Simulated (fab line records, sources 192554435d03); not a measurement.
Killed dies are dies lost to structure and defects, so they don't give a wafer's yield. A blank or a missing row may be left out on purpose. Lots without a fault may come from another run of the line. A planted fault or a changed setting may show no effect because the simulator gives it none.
Chamber matching | flow n5_finfet | N5_ILD0_LINER_00 on ald_sin-02: 4 sister chambers
The step material SiNx, target thk 4 nm, pulse time 1 s, purge time 2 s. 20 wafers are shown with their chamber, then 10 later ones without.

WAFERS WITH THEIR CHAMBER
wafer  | chamber | heater_power_w (W) | precursor_pulse_height_rel
L076.1 | 2       | 847                | 0.975
L076.2 | 1       | 959                | 1.012
L076.5 | 3       | 875                | 1.026
L081.1 | 1       | 889                | 0.987
L081.3 | 2       | 868                | 0.950
L081.6 | 2       | 830                | 0.965
L082.1 | 0       | 774                | 1.002
L082.4 | 2       | 869                | 0.987
L082.5 | 3       | 815                | 1.002
L084.2 | 0       | 760                | 1.004
L084.5 | 3       | 813                | 1.004
L084.6 | 0       | 766                | 0.986
L089.1 | 1       | 900                | 1.012
L089.3 | 2       | 850                | 0.996
L089.5 | 3       | 806                | 0.993
L090.1 | 0       | 752                | 0.988
L090.2 | 2       | 851                | 0.997
L090.6 | 2       | 850                | 0.977
L091.1 | 0       | 767                | 0.963
L091.4 | 2       | 871                | 0.974

SIGNATURES (means of the wafers above)
reading                    | chamber 0 | chamber 1 | chamber 2 | chamber 3 | scatter within a chamber
heater_power_w             | 763.80    | 916.00    | 854.50    | 827.25    | 21.7
precursor_pulse_height_rel | 0.98860   | 1.00367   | 0.97762   | 1.00625   | 0.0155
Rule: a wafer's distance from a chamber is the root of the sum, over the readings, of the square of ((its reading less the chamber's mean) divided by the reading's scatter). The wafer belongs to the nearest chamber; if the next one is less than 2 further off, it can't be placed. The scatter: the root of (the sum of the squares of (reading less its chamber's mean) over the shown wafers, divided by (wafers less chambers)).

WAFERS WITHOUT THEIR CHAMBER
wafer  | heater_power_w (W) | precursor_pulse_height_rel
L091.5 | 861                | 0.960
L093.2 | 767                | 0.997
L093.3 | 801                | 1.015
L093.6 | 878                | 1.015
L094.1 | 905                | 0.995
L094.2 | 868                | 1.013
L094.4 | 798                | 0.983
L096.1 | 792                | 0.987
L096.3 | 762                | 1.027
L096.5 | 798                | 1.022

WHICH CHAMBER EACH WENT THROUGH
wafer  | from the rows above          | in truth
L091.5 | 2                            | 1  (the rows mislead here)
L093.2 | 0                            | 0
L093.3 | can't be placed: 3 or 0      | 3
L093.6 | can't be placed: 1 or 3 or 2 | 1
L094.1 | can't be placed: 1 or 2      | 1
L094.2 | can't be placed: 3 or 1 or 2 | 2
L094.4 | can't be placed: 0 or 3 or 2 | 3
L096.1 | can't be placed: 0 or 3 or 2 | 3
L096.3 | can't be placed: 0 or 3      | 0
L096.5 | can't be placed: 3 or 0      | 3
Placed correctly: 1 of 10. Can't be placed from these rows: 8 (the true chamber is among the candidates in 8). Placed wrongly: 1.
